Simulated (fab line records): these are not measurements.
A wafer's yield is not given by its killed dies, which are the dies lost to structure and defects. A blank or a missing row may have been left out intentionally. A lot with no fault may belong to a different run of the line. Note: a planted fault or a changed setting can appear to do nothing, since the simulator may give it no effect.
Chamber matching || flow n5_finfet || N5_BEOL_M7_ETCH_65 on rie_diel-01 has 4 sister chambers
The step etches SiARC in CF4, target depth 15.6 nm, time 26 s. 8 wafers are shown with their chamber, then 10 later ones without.

WAFERS PAIRED WITH THEIR CHAMBERS
{"wafer": "L082.6", "chamber": 1, "drypump_motor_current_A (A)": 5.7, "showerhead_plenum_p_Torr (Torr)": 2.16}
{"wafer": "L084.1", "chamber": 1, "drypump_motor_current_A (A)": 5.7, "showerhead_plenum_p_Torr (Torr)": 2.16}
{"wafer": "L084.2", "chamber": 2, "drypump_motor_current_A (A)": 5.7, "showerhead_plenum_p_Torr (Torr)": 2.08}
{"wafer": "L087.2", "chamber": 3, "drypump_motor_current_A (A)": 5.2, "showerhead_plenum_p_Torr (Torr)": 2.18}
{"wafer": "L087.3", "chamber": 2, "drypump_motor_current_A (A)": 5.7, "showerhead_plenum_p_Torr (Torr)": 2.08}
{"wafer": "L087.6", "chamber": 0, "drypump_motor_current_A (A)": 5.6, "showerhead_plenum_p_Torr (Torr)": 2.14}
{"wafer": "L088.1", "chamber": 3, "drypump_motor_current_A (A)": 5.1, "showerhead_plenum_p_Torr (Torr)": 2.18}
{"wafer": "L088.3", "chamber": 0, "drypump_motor_current_A (A)": 5.6, "showerhead_plenum_p_Torr (Torr)": 2.13}

WAFERS MISSING THEIR CHAMBER
{"wafer": "L088.4", "drypump_motor_current_A (A)": 5.7, "showerhead_plenum_p_Torr (Torr)": 2.08}
{"wafer": "L091.2", "drypump_motor_current_A (A)": 5.1, "showerhead_plenum_p_Torr (Torr)": 2.18}
{"wafer": "L091.5", "drypump_motor_current_A (A)": 5.7, "showerhead_plenum_p_Torr (Torr)": 2.16}
{"wafer": "L091.6", "drypump_motor_current_A (A)": 5.6, "showerhead_plenum_p_Torr (Torr)": 2.13}
{"wafer": "L092.1", "drypump_motor_current_A (A)": 5.2, "showerhead_plenum_p_Torr (Torr)": 2.18}
{"wafer": "L092.4", "drypump_motor_current_A (A)": 5.7, "showerhead_plenum_p_Torr (Torr)": 2.08}
{"wafer": "L092.6", "drypump_motor_current_A (A)": 5.6, "showerhead_plenum_p_Torr (Torr)": 2.13}
{"wafer": "L097.1", "drypump_motor_current_A (A)": 5.1, "showerhead_plenum_p_Torr (Torr)": 2.17}
{"wafer": "L097.2", "drypump_motor_current_A (A)": 5.7, "showerhead_plenum_p_Torr (Torr)": 2.08}
{"wafer": "L097.5", "drypump_motor_current_A (A)": 5.1, "showerhead_plenum_p_Torr (Torr)": 2.17}

WHICH CHAMBER EACH WENT THROUGH
{"wafer": "L088.4", "from the rows above": 2, "in truth": 2}
{"wafer": "L091.2", "from the rows above": 3, "in truth": 3}
{"wafer": "L091.5", "from the rows above": 1, "in truth": 1}
{"wafer": "L091.6", "from the rows above": 0, "in truth": 0}
{"wafer": "L092.1", "from the rows above": 3, "in truth": 3}
{"wafer": "L092.4", "from the rows above": 2, "in truth": 2}
{"wafer": "L092.6", "from the rows above": 0, "in truth": 0}
{"wafer": "L097.1", "from the rows above": 3, "in truth": 3}
{"wafer": "L097.2", "from the rows above": 2, "in truth": 2}
{"wafer": "L097.5", "from the rows above": 3, "in truth": 3}
Placed correctly: 10 of 10. Not placeable from these rows: 0. Placed wrongly: 0.
How it was worked out, from the rows above alone: a wafer's distance from a chamber is the root of the sum, over the readings, of the square of ((its reading less the chamber's mean) divided by the reading's scatter). If the next closest chamber is less than 2 further off than the closest, the wafer can't be placed; otherwise it belongs to the closest. Each chamber's mean is taken over the wafers shown for it. The scatter: take each reading less its chamber's mean, square it, sum over the shown wafers, divide by the number of wafers less the number of chambers, and take the root.
